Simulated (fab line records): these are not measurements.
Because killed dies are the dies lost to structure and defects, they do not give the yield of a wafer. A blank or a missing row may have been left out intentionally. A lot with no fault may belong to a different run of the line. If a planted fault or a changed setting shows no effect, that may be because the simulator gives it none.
A sampling plan put to the test / flow n5Finfet / one line in one fab, 18 faults in these records, each fault weighed on the records of the lots it struck
The plan consists of the line's own looks: route steps at which the wafer is read by a gauge or an inspection but not changed. A look is open to judgement when struck wafers have a number at it and the file gives its usual mean and standard deviation on fault-free wafers. Caught: at a look after the fault's first step, the mean of the struck wafers lies 4 or more of those standard deviations (sigma) from the usual mean. On the tool: the fault's steps, tested the same way using the tool's own readings. Another recipe on the struck wafers, or a record that is blank for them alone, also counts as caught.

== THE FAULTS, as the simulator had put them in ==
1. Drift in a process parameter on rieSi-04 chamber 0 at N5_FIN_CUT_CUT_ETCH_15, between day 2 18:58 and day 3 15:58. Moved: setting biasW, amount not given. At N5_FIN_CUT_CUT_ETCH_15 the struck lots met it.
2. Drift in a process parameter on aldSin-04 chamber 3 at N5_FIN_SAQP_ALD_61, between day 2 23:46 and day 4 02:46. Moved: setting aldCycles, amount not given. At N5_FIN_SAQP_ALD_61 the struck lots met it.
3. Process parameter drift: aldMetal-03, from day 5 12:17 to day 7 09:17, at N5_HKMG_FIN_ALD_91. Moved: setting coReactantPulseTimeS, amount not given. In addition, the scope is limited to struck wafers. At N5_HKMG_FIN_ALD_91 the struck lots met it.
4. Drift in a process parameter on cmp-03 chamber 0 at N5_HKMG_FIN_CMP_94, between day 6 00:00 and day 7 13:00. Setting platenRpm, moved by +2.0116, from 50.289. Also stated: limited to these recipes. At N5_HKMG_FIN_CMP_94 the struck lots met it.
5. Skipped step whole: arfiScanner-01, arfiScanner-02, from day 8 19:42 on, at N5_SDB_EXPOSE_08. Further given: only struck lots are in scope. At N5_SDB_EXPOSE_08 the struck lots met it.
6. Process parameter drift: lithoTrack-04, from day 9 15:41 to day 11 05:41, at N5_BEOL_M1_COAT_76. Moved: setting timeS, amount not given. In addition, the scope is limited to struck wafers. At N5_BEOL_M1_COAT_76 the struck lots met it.
7. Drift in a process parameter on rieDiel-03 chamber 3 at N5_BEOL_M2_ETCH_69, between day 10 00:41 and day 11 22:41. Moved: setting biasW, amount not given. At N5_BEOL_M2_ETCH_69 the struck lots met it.
8. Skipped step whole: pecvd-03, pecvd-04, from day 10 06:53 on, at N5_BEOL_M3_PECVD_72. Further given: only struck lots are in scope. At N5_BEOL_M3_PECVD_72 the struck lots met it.
9. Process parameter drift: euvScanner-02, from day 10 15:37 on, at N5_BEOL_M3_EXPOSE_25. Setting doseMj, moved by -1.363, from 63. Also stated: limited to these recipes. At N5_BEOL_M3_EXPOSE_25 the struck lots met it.
10. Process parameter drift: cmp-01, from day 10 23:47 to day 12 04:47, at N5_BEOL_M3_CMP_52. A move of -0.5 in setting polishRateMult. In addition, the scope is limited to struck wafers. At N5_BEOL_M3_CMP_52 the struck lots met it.
11. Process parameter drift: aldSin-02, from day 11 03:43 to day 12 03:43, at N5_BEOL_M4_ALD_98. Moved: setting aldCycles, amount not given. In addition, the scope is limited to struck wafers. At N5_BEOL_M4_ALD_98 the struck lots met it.
12. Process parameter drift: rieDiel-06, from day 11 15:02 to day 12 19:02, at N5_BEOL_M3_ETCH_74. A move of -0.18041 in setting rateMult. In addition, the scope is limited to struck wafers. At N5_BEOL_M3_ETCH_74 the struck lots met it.
13. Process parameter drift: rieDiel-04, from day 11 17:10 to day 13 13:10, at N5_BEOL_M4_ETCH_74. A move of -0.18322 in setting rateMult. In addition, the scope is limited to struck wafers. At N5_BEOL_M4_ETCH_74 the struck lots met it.
14. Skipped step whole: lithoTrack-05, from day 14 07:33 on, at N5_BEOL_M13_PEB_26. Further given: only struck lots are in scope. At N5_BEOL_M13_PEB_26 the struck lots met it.
15. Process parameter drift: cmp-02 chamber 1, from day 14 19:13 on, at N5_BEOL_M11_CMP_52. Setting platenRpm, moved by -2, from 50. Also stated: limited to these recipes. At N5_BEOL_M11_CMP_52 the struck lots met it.
16. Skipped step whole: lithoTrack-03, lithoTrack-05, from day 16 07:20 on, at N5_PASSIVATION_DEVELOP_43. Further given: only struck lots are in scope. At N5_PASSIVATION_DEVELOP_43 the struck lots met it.
17. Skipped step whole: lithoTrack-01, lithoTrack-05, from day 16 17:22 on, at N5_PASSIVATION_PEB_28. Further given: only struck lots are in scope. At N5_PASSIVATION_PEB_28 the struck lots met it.
18. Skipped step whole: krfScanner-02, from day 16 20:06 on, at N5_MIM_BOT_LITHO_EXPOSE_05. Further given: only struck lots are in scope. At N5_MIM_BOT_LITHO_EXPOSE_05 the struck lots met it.

== WHAT THE PLAN SAW ==
fault=1; on the tool itself=under 2 sigma; first look that catches it=not the one look that can be judged after it; reading, sigma=-; median hours from its first step to that look=-; hours from the fault's start to the first struck lot there=-; judged looks passed uncaught=1
fault=2; on the tool itself=under 2 sigma; first look that catches it=not the one look that can be judged after it; reading, sigma=-; median hours from its first step to that look=-; hours from the fault's start to the first struck lot there=-; judged looks passed uncaught=1
fault=3; on the tool itself=under 2 sigma; first look that catches it=not the one look that can be judged after it; reading, sigma=-; median hours from its first step to that look=-; hours from the fault's start to the first struck lot there=-; judged looks passed uncaught=1
fault=4; on the tool itself=platenRpm +53 sigma; first look that catches it=not the one look that can be judged after it; reading, sigma=strongest: VT_N at N5_BEOL_M4_RC_MEAS_101, +2.0; median hours from its first step to that look=-; hours from the fault's start to the first struck lot there=-; judged looks passed uncaught=1
fault=5; on the tool itself=no reading that can be judged; first look that catches it=no look after it can be judged; reading, sigma=-; median hours from its first step to that look=-; hours from the fault's start to the first struck lot there=-; judged looks passed uncaught=0
fault=6; on the tool itself=runLengthS +80 sigma; first look that catches it=not the one look that can be judged after it; reading, sigma=-; median hours from its first step to that look=-; hours from the fault's start to the first struck lot there=-; judged looks passed uncaught=1
fault=7; on the tool itself=biasW -18 sigma; first look that catches it=not the one look that can be judged after it; reading, sigma=-; median hours from its first step to that look=-; hours from the fault's start to the first struck lot there=-; judged looks passed uncaught=1
fault=8; on the tool itself=the tool's record is blank for the struck wafers; first look that catches it=not the one look that can be judged after it; reading, sigma=-; median hours from its first step to that look=-; hours from the fault's start to the first struck lot there=-; judged looks passed uncaught=1
fault=9; on the tool itself=exposureDoseMJCm2 -19 sigma; first look that catches it=none of the 2 looks that can be judged after it; reading, sigma=-; median hours from its first step to that look=-; hours from the fault's start to the first struck lot there=-; judged looks passed uncaught=2
fault=10; on the tool itself=overpolishRunS -99 or beyond sigma; first look that catches it=N5_BEOL_M3_THK_MEAS_53; reading, sigma=M3_THK +56; median hours from its first step to that look=0.3; hours from the fault's start to the first struck lot there=4; judged looks passed uncaught=0
fault=11; on the tool itself=under 2 sigma; first look that catches it=not the one look that can be judged after it; reading, sigma=-; median hours from its first step to that look=-; hours from the fault's start to the first struck lot there=-; judged looks passed uncaught=1
fault=12; on the tool itself=etchRfOnTimeS +6.8 sigma; first look that catches it=not the one look that can be judged after it; reading, sigma=-; median hours from its first step to that look=-; hours from the fault's start to the first struck lot there=-; judged looks passed uncaught=1
fault=13; on the tool itself=etchRfOnTimeS +6.6 sigma; first look that catches it=not the one look that can be judged after it; reading, sigma=-; median hours from its first step to that look=-; hours from the fault's start to the first struck lot there=-; judged looks passed uncaught=1
fault=14; on the tool itself=the tool's record is blank for the struck wafers; first look that catches it=no look after it can be judged; reading, sigma=-; median hours from its first step to that look=-; hours from the fault's start to the first struck lot there=-; judged looks passed uncaught=0
fault=15; on the tool itself=platenRpm -63 sigma; first look that catches it=no look after it can be judged; reading, sigma=-; median hours from its first step to that look=-; hours from the fault's start to the first struck lot there=-; judged looks passed uncaught=0
fault=16; on the tool itself=the tool's record is blank for the struck wafers; first look that catches it=no look after it can be judged; reading, sigma=-; median hours from its first step to that look=-; hours from the fault's start to the first struck lot there=-; judged looks passed uncaught=0
fault=17; on the tool itself=no reading that can be judged; first look that catches it=no look after it can be judged; reading, sigma=-; median hours from its first step to that look=-; hours from the fault's start to the first struck lot there=-; judged looks passed uncaught=0
fault=18; on the tool itself=no reading that can be judged; first look that catches it=no look after it can be judged; reading, sigma=-; median hours from its first step to that look=-; hours from the fault's start to the first struck lot there=-; judged looks passed uncaught=0
A dash: this means the fault isn't caught or the number doesn't appear in these records.

Caught at a look: 1 of 18. Caught on the tool: 11 of 18. By one or the other: 11 of 18.
Faults caught by the tool alone: 4, 6, 7, 8, 9, 12, 13, 14, 15, 16.
Caught by neither: faults 1, 2, 3, 5, 11, 17, 18.

== THINNER SAMPLING ==
Were the look that catches a fault to measure just every second or every third lot (counted by lot number), the first struck lot would, at worst, be measured this late:
fault=10; struck lots at that look, in order of time=L762; every lot=4 h; every second lot=may miss it; every third lot=may miss it
The hour figures run from when the fault began to the first measured lot among those it struck. The limit of 4 sigma was tested on all struck wafers together, so one lot alone may lie under it. Other struck lots may not be in these records.

== THE LONGEST TIMED WAY FROM STEP TO LOOK ==
Fault 10: the median time between N5_BEOL_M3_CMP_52 and N5_BEOL_M3_THK_MEAS_53 is 0.3 hours. No look between them can be judged.
